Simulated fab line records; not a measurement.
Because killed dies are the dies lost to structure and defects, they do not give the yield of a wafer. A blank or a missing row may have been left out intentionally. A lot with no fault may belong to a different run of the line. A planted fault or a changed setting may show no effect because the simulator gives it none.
The same fault as seen by 3 desks + flow nandHarc + only its own numbers are on each desk; what lay behind them is given at the end

THE DEFECT DESK
Counts from the inspections along the route, per lot, as means over the sampled wafers that have a number. A lot is out of limits, marked OUT, if its mean lies more than 4 standard deviations from the usual mean; the brackets give that distance.
Columns: A = rawDefectCount at NHARC_A_SIN_REMOVE_INSPECT_04, usual 380
| lot  | first seen here | A   |
|------|-----------------|-----|
| L451 | day 20 06:57    | 387 |
| L450 | day 20 10:07    | 348 |
| L452 | day 21 01:22    | 427 |
| L453 | day 21 01:25    | 282 |
| L454 | day 21 15:00    | 448 |
| L456 | day 22 01:07    | 338 |
| L457 | day 23 00:37    | 479 |
| L455 | day 23 00:37    | 373 |
| L458 | day 23 20:41    | 474 |
| L466 | day 27 01:41    | 568 |
| L471 | day 28 19:39    | 376 |
| L470 | day 28 19:42    | 380 |
| L473 | day 29 01:56    | 351 |
Result from this desk: across the 13 lots, nothing is out of limits.

THE TOOL OWNER'S DESK: rieSi-05
The tool's own readings at NHARC_A_WL_FILL_ETCHBACK_26 (etches the open film in HBr, target depth 52 nm, time 13.3 s): means of the sampled wafers that have a number, for each lot that ran on this tool. A lot is out of limits, marked OUT, if its mean lies more than 4 standard deviations from the usual mean; the brackets give that distance.
Columns: A = drypumpMotorCurrentA at NHARC_A_WL_FILL_ETCHBACK_26, usual 5.6 A; B = oesProductAu at NHARC_A_WL_FILL_ETCHBACK_26, usual 1.001 a.u.; C = runLengthS at NHARC_A_WL_FILL_ETCHBACK_26, usual 34.5 s; D = throttleValvePct at NHARC_A_WL_FILL_ETCHBACK_26, usual 23.266 %
| lot  | first seen here | A   | B     | C    | D      |
|------|-----------------|-----|-------|------|--------|
| L451 | day 21 00:40    | 5.8 | 1.007 | 34.6 | 23.271 |
| L453 | day 21 18:35    | 5.6 | 1.007 | 34.3 | 23.269 |
| L456 | day 22 19:13    | 5.6 | 1.018 | 34.8 | 23.271 |
| L455 | day 23 19:06    | 5.3 | 1.011 | 34.4 | 23.265 |
| L466 | day 27 18:51    | 5.5 | 1.014 | 32.9 | 23.273 |
Result from this desk: across the 5 lots, nothing is out of limits.

THE METROLOGY DESK
Lot by lot, what the gauges showed, no matter which tool ran the lot: averages of those sampled wafers that carry a number. A lot is out of limits, marked OUT, if its mean lies more than 4 standard deviations from the usual mean; the brackets give that distance.
Columns: A = cdNm at NHARC_A_SLIT_CD_MEAS_21, usual 289.5 nm
| lot  | first seen here | A     |
|------|-----------------|-------|
| L451 | day 19 23:48    | 289.1 |
| L450 | day 20 03:23    | 290.3 |
| L452 | day 20 18:44    | 288.4 |
| L453 | day 20 19:16    | 289.0 |
| L454 | day 21 08:25    | 290.4 |
| L456 | day 21 18:27    | 290.0 |
| L457 | day 22 17:56    | 289.1 |
| L455 | day 22 19:20    | 289.5 |
| L458 | day 23 14:03    | 290.2 |
| L466 | day 26 19:03    | 290.7 |
| L471 | day 28 13:02    | 289.5 |
| L470 | day 28 14:10    | 289.6 |
| L473 | day 28 19:22    | 288.9 |
Result from this desk: across the 13 lots, nothing is out of limits.

TAKEN TOGETHER
Nothing the defect desk looked at was out of limits.
The desk of the tool owner found nothing out of limits.
At the metrology desk, nothing out of limits was observed.

WHAT WAS PUT IN BY THE SIMULATOR
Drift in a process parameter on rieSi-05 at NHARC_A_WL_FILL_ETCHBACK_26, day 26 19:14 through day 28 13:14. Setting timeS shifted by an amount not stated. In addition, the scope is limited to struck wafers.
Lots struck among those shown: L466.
